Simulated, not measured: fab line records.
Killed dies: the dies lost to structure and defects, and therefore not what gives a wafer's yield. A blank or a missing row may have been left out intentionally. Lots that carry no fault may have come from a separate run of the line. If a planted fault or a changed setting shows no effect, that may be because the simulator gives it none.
Chamber matching -- flow nand_harc -- rie_diel-13 running NHARC_A_CONTACT_DESCUM_74: 4 sister chambers
The step chemistry O2, time 3 s. 18 wafers are shown with their chamber, then 9 later ones without.

## WAFERS WITH THEIR CHAMBER
wafer,chamber,drypump_motor_current_A (A),showerhead_plenum_p_Torr (Torr),rf_vpp_V (V)
L074.1,1,6.5,2.06,58.6
L074.3,2,5.4,1.83,58.2
L074.5,1,6.5,2.06,59.5
L074.2,0,5.9,2.02,57.4
L074.4,3,5.8,2.06,57.7
L074.6,2,5.4,1.83,57.8
L079.2,1,6.5,2.06,58.6
L079.3,0,5.9,2.02,57.5
L079.5,2,5.4,1.82,57.2
L079.1,2,5.4,1.82,58.3
L079.4,3,5.9,2.05,57.8
L079.6,1,6.5,2.06,57.6
L081.1,1,6.5,2.05,59.3
L081.2,0,5.9,2.01,58.5
L081.3,3,5.9,2.05,57.5
L081.4,2,5.4,1.82,57.2
L081.5,3,5.9,2.05,58.5
L081.6,0,5.9,2.01,58.5

SIGNATURES, as means of the wafers listed above
reading,chamber 0,chamber 1,chamber 2,chamber 3,scatter within a chamber
drypump_motor_current_A,5.900,6.500,5.400,5.875,0.0231
showerhead_plenum_p_Torr,2.0150,2.0580,1.8240,2.0525,0.00518
rf_vpp_V,57.975,58.720,57.740,57.875,0.599
Rule: distance of a wafer from a chamber = root of the sum over the readings of ((wafer's reading minus chamber's mean) / reading's scatter) squared. If the next closest chamber is less than 2 further off than the closest, the wafer can't be placed; otherwise it belongs to the closest. The scatter is the square root of a quotient: the sum, over the shown wafers, of each reading's squared deviation from its chamber's mean, divided by wafers minus chambers.

## WAFERS MISSING THEIR CHAMBER
wafer,drypump_motor_current_A (A),showerhead_plenum_p_Torr (Torr),rf_vpp_V (V)
L084.1,5.4,1.81,57.0
L084.2,5.9,2.01,57.8
L084.4,5.9,2.05,59.4
L095.1,5.9,2.03,57.1
L095.2,6.5,2.04,57.6
L095.3,5.9,2.00,58.9
L096.3,5.9,2.00,57.6
L096.4,6.5,2.04,59.1
L096.6,5.9,2.03,57.4

## THE CHAMBER EACH PASSED THROUGH
wafer,from the rows above,in truth
L084.1,2,2
L084.2,0,0
L084.4,3,3
L095.1,can't be placed: 0 or 3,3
L095.2,1,1
L095.3,0,0
L096.3,0,0
L096.4,1,1
L096.6,can't be placed: 0 or 3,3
7 of 9 placed correctly. Can't be placed from these rows: 2 (the true chamber is among the candidates in 2). Placed wrongly: 0.
